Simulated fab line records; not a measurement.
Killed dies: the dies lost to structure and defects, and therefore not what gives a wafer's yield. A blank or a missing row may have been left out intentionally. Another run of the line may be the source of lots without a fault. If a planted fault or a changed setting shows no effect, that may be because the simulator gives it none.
Chamber matching | flow n5-finfet | N5_MOL_CONTACT_COAG_ETCH_65 on rie-diel-03 has 4 sister chambers
The step etches underlayer in N2/H2, target depth 13 nm, time 10.4 s. 4 wafers are shown with their chamber, then 9 later ones without.

WAFERS WITH THEIR CHAMBER
wafer  | chamber | showerhead-plenum-p-Torr (Torr)
L087.2 | 2       | 2.48
L087.3 | 3       | 2.68
L087.5 | 1       | 2.48
L087.6 | 0       | 2.40

WAFERS WITH NO CHAMBER GIVEN
wafer  | showerhead-plenum-p-Torr (Torr)
L088.1 | 2.48
L088.2 | 2.48
L088.6 | 2.48
L089.1 | 2.48
L089.3 | 2.48
L089.5 | 2.48
L094.1 | 2.47
L094.5 | 2.47
L094.6 | 2.68

WHICH CHAMBER EACH WENT THROUGH
wafer  | from the rows above     | in truth
L088.1 | can't be placed: 1 or 2 | 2
L088.2 | can't be placed: 1 or 2 | 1
L088.6 | can't be placed: 1 or 2 | 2
L089.1 | can't be placed: 1 or 2 | 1
L089.3 | can't be placed: 1 or 2 | 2
L089.5 | can't be placed: 1 or 2 | 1
L094.1 | can't be placed: 1 or 2 | 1
L094.5 | can't be placed: 1 or 2 | 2
L094.6 | 3                       | 3
Correctly placed: 1 of 9. These rows do not allow placing 8 (true chamber among the candidates in 8). Number placed wrongly: 0.
How it was worked out, from the rows above alone: a wafer's distance from a chamber is the root of the sum, over the readings, of the square of ((its reading less the chamber's mean) divided by the reading's scatter). The wafer belongs to the nearest chamber; if the next one is less than 2 further off, it can't be placed. A chamber's mean is the mean of its shown wafers. The scatter: with one shown wafer a chamber, the root of the mean of the squares of how far each hidden wafer lies from its nearest shown one.
